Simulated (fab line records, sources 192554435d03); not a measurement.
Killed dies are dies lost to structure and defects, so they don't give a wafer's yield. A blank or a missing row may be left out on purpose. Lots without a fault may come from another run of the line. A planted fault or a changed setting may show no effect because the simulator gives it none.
Chamber matching | flow n5_finfet | N5_MIM_TOP_ALD_00 on ald_hk-01: 4 sister chambers
The step deposits Al2O3, purge time 3 s, co reactant pulse time 3 s. 16 wafers are shown with their chamber, then 8 later ones without.

WAFERS WITH THEIR CHAMBER
wafer  | chamber | precursor_pulse_height_rel
L078.1 | 1       | 0.992
L078.5 | 2       | 0.983
L078.6 | 3       | 1.003
L081.1 | 3       | 1.008
L081.3 | 2       | 1.023
L081.5 | 2       | 0.990
L083.2 | 1       | 0.987
L083.3 | 0       | 1.003
L083.6 | 1       | 1.025
L084.1 | 3       | 0.997
L084.5 | 2       | 0.999
L084.6 | 1       | 0.977
L089.1 | 3       | 0.977
L089.2 | 1       | 0.989
L089.3 | 0       | 1.017
L091.1 | 1       | 0.999

SIGNATURES (means of the wafers above)
reading                    | chamber 0 | chamber 1 | chamber 2 | chamber 3 | scatter within a chamber
precursor_pulse_height_rel | 1.01000   | 0.99483   | 0.99875   | 0.99625   | 0.0156
Rule: a wafer's distance from a chamber is the root of the sum, over the readings, of the square of ((its reading less the chamber's mean) divided by the reading's scatter). The wafer belongs to the nearest chamber; if the next one is less than 2 further off, it can't be placed. The scatter: the root of (the sum of the squares of (reading less its chamber's mean) over the shown wafers, divided by (wafers less chambers)).

WAFERS WITHOUT THEIR CHAMBER
wafer  | precursor_pulse_height_rel
L091.3 | 0.995
L091.6 | 1.019
L095.1 | 1.043
L095.2 | 0.985
L095.4 | 1.032
L096.4 | 1.030
L096.5 | 1.012
L096.6 | 1.001

WHICH CHAMBER EACH WENT THROUGH
wafer  | from the rows above               | in truth
L091.3 | can't be placed: 1 or 3 or 2 or 0 | 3
L091.6 | can't be placed: 0 or 2 or 3 or 1 | 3
L095.1 | can't be placed: 0 or 2 or 3 or 1 | 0
L095.2 | can't be placed: 1 or 3 or 2 or 0 | 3
L095.4 | can't be placed: 0 or 2 or 3 or 1 | 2
L096.4 | can't be placed: 0 or 2 or 3 or 1 | 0
L096.5 | can't be placed: 0 or 2 or 3 or 1 | 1
L096.6 | can't be placed: 2 or 3 or 1 or 0 | 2
Placed correctly: 0 of 8. Can't be placed from these rows: 8 (the true chamber is among the candidates in 8). Placed wrongly: 0.
